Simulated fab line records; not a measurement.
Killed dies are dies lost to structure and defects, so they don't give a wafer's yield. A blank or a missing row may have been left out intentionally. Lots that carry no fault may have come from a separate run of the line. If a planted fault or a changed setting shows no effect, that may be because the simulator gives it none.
2 desks looking at one fault / flow n5_finfet / what lay behind the numbers comes last; until then each desk has only its own

## AT THE TOOL OWNER'S DESK: thermal_cvd_si-01
The tool's own readings at N5_HKMG_FIN_CVD_62 (deposits a-Si from Si2H6, target thk 3 nm, time 20.8 s): means of the sampled wafers that have a number, for each lot that ran on this tool. Any lot whose mean is over 4 standard deviations away from the usual mean is out of limits and marked OUT; that distance is given in the brackets.
Columns: A = heater_power_w at N5_HKMG_FIN_CVD_62, usual 1391 W
lot=L470; first seen here=day 6 03:20; A=1388
lot=L474; first seen here=day 7 03:23; A=1404
lot=L485; first seen here=day 10 03:52; A=1398
Result from this desk: across the 3 lots, nothing is out of limits.

## FROM THE METROLOGY DESK
What the gauges read for every lot (on any tool): the sampled wafers with a number, averaged. Any lot whose mean is over 4 standard deviations away from the usual mean is out of limits and marked OUT; that distance is given in the brackets. 7 of its 10 readings are shown, namely those furthest out on some lot.
Columns: A = DIBL_N at N5_BEOL_M4_RC_MEAS_101, usual 36.0 mV/V; B = IOFF_P at N5_BEOL_M4_RC_MEAS_101, usual 0.20 nA/um; C = ION_P at N5_BEOL_M4_RC_MEAS_101, usual 461 uA/um; D = SS_N at N5_BEOL_M4_RC_MEAS_101, usual 71.5 mV/dec; E = SS_P at N5_BEOL_M4_RC_MEAS_101, usual 73.2 mV/dec; F = VT_N at N5_BEOL_M4_RC_MEAS_101, usual 250.4 mV; G = VT_P at N5_BEOL_M4_RC_MEAS_101, usual -251.0 mV
lot=L465; first seen here=day 8 19:25; A=37.3; B=0.22; C=464; D=71.1; E=73.4; F=249.3; G=-249.5
lot=L470; first seen here=day 10 11:53; A=37.8; B=0.23; C=464; D=71.5; E=72.8; F=249.2; G=-248.0
lot=L474; first seen here=day 11 09:39; A=37.4; B=0.21; C=454; D=72.2; E=73.7; F=247.4; G=-249.6
lot=L477; first seen here=day 11 23:56; A=35.6; B=0.20; C=456; D=71.8; E=73.2; F=250.4; G=-250.9
lot=L485; first seen here=day 13 23:21; A=37.4; B=0.22; C=457; D=71.7; E=73.8; F=248.5; G=-250.8
lot=L484; first seen here=day 14 02:05; A=34.6; B=0.19; C=457; D=71.3; E=72.9; F=251.1; G=-252.3
Result from this desk: across the 6 lots, nothing is out of limits.

## TAKEN TOGETHER
Nothing out of limits was seen by the tool owner's desk.
At the metrology desk, nothing out of limits was observed.

## WHAT WAS PUT IN BY THE SIMULATOR
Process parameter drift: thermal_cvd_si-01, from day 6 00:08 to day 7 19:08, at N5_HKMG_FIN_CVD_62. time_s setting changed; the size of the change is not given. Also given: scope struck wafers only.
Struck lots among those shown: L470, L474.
